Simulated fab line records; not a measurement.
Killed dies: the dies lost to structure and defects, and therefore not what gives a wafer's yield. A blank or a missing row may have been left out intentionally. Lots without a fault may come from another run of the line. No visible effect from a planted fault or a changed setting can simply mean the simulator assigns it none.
Chamber matching / flow n5 finfet / N5_BEOL_M6_STRIP_67 on rie diel-04: 4 sister chambers
The step strips in CF4. 24 wafers are shown with their chamber, then 12 later ones without.

## WAFERS WITH THEIR CHAMBER
wafer=L074.1; chamber=3; drypump motor current A (A)=5.8; throttle valve pct (%)=13.37; oes product au (a.u.)=0.88
wafer=L074.2; chamber=1; drypump motor current A (A)=5.3; throttle valve pct (%)=13.57; oes product au (a.u.)=0.82
wafer=L074.3; chamber=0; drypump motor current A (A)=6.7; throttle valve pct (%)=13.59; oes product au (a.u.)=0.71
wafer=L074.4; chamber=2; drypump motor current A (A)=5.5; throttle valve pct (%)=13.89; oes product au (a.u.)=0.73
wafer=L074.5; chamber=0; drypump motor current A (A)=6.7; throttle valve pct (%)=13.60; oes product au (a.u.)=0.71
wafer=L074.6; chamber=3; drypump motor current A (A)=5.8; throttle valve pct (%)=13.35; oes product au (a.u.)=0.88
wafer=L078.1; chamber=1; drypump motor current A (A)=5.3; throttle valve pct (%)=13.61; oes product au (a.u.)=0.80
wafer=L078.3; chamber=0; drypump motor current A (A)=6.7; throttle valve pct (%)=13.61; oes product au (a.u.)=0.71
wafer=L078.6; chamber=3; drypump motor current A (A)=5.9; throttle valve pct (%)=13.38; oes product au (a.u.)=0.86
wafer=L083.2; chamber=1; drypump motor current A (A)=5.3; throttle valve pct (%)=13.62; oes product au (a.u.)=0.80
wafer=L083.4; chamber=3; drypump motor current A (A)=5.8; throttle valve pct (%)=13.40; oes product au (a.u.)=0.85
wafer=L083.6; chamber=2; drypump motor current A (A)=5.5; throttle valve pct (%)=13.94; oes product au (a.u.)=0.71
wafer=L086.2; chamber=0; drypump motor current A (A)=6.7; throttle valve pct (%)=13.06; oes product au (a.u.)=0.96
wafer=L086.5; chamber=0; drypump motor current A (A)=6.7; throttle valve pct (%)=13.06; oes product au (a.u.)=0.96
wafer=L086.6; chamber=3; drypump motor current A (A)=5.9; throttle valve pct (%)=13.42; oes product au (a.u.)=0.83
wafer=L087.1; chamber=2; drypump motor current A (A)=5.5; throttle valve pct (%)=13.97; oes product au (a.u.)=0.70
wafer=L087.2; chamber=3; drypump motor current A (A)=5.8; throttle valve pct (%)=13.44; oes product au (a.u.)=0.83
wafer=L087.6; chamber=2; drypump motor current A (A)=5.5; throttle valve pct (%)=13.98; oes product au (a.u.)=0.70
wafer=L088.4; chamber=1; drypump motor current A (A)=5.3; throttle valve pct (%)=13.67; oes product au (a.u.)=0.77
wafer=L088.5; chamber=2; drypump motor current A (A)=5.5; throttle valve pct (%)=14.00; oes product au (a.u.)=0.70
wafer=L088.6; chamber=1; drypump motor current A (A)=5.3; throttle valve pct (%)=13.65; oes product au (a.u.)=0.79
wafer=L089.3; chamber=3; drypump motor current A (A)=5.8; throttle valve pct (%)=13.45; oes product au (a.u.)=0.82
wafer=L089.4; chamber=1; drypump motor current A (A)=5.3; throttle valve pct (%)=13.67; oes product au (a.u.)=0.77
wafer=L089.5; chamber=0; drypump motor current A (A)=6.7; throttle valve pct (%)=13.07; oes product au (a.u.)=0.92

SIGNATURES (means of the wafers above)
reading=drypump motor current A; chamber 0=6.700; chamber 1=5.300; chamber 2=5.500; chamber 3=5.829; scatter within a chamber=0.0267
reading=throttle valve pct; chamber 0=13.3317; chamber 1=13.6317; chamber 2=13.9560; chamber 3=13.4014; scatter within a chamber=0.151
reading=oes product au; chamber 0=0.8283; chamber 1=0.7917; chamber 2=0.7080; chamber 3=0.8500; scatter within a chamber=0.0675
Rule: for a wafer and a chamber, the distance is found by dividing, reading by reading, the gap between the wafer's reading and the chamber's mean by the reading's scatter, squaring, summing and taking the root. The wafer belongs to the nearest chamber; if the next one is less than 2 further off, it can't be placed. How the scatter is found: for the shown wafers, subtract from each reading the mean of its chamber, square and add these, divide the total by (wafers less chambers), then take the root.

## WAFERS MISSING THEIR CHAMBER
wafer=L091.1; drypump motor current A (A)=5.5; throttle valve pct (%)=13.98; oes product au (a.u.)=0.69
wafer=L091.2; drypump motor current A (A)=6.7; throttle valve pct (%)=13.10; oes product au (a.u.)=0.92
wafer=L091.4; drypump motor current A (A)=5.8; throttle valve pct (%)=13.46; oes product au (a.u.)=0.82
wafer=L093.1; drypump motor current A (A)=5.8; throttle valve pct (%)=13.46; oes product au (a.u.)=0.82
wafer=L093.3; drypump motor current A (A)=5.5; throttle valve pct (%)=14.02; oes product au (a.u.)=0.69
wafer=L093.4; drypump motor current A (A)=5.3; throttle valve pct (%)=13.70; oes product au (a.u.)=0.78
wafer=L094.1; drypump motor current A (A)=6.6; throttle valve pct (%)=13.10; oes product au (a.u.)=0.91
wafer=L094.3; drypump motor current A (A)=5.5; throttle valve pct (%)=14.04; oes product au (a.u.)=0.69
wafer=L094.4; drypump motor current A (A)=5.3; throttle valve pct (%)=13.69; oes product au (a.u.)=0.77
wafer=L096.2; drypump motor current A (A)=5.3; throttle valve pct (%)=13.71; oes product au (a.u.)=0.77
wafer=L096.3; drypump motor current A (A)=5.5; throttle valve pct (%)=14.02; oes product au (a.u.)=0.69
wafer=L096.4; drypump motor current A (A)=6.6; throttle valve pct (%)=13.10; oes product au (a.u.)=0.91

## WHICH CHAMBER EACH WENT THROUGH
wafer=L091.1; from the rows above=2; in truth=2
wafer=L091.2; from the rows above=0; in truth=0
wafer=L091.4; from the rows above=3; in truth=3
wafer=L093.1; from the rows above=3; in truth=3
wafer=L093.3; from the rows above=2; in truth=2
wafer=L093.4; from the rows above=1; in truth=1
wafer=L094.1; from the rows above=0; in truth=0
wafer=L094.3; from the rows above=2; in truth=2
wafer=L094.4; from the rows above=1; in truth=1
wafer=L096.2; from the rows above=1; in truth=1
wafer=L096.3; from the rows above=2; in truth=2
wafer=L096.4; from the rows above=0; in truth=0
Placed correctly: 12 of 12. Left unplaced by these rows: 0. Wrongly placed: 0.
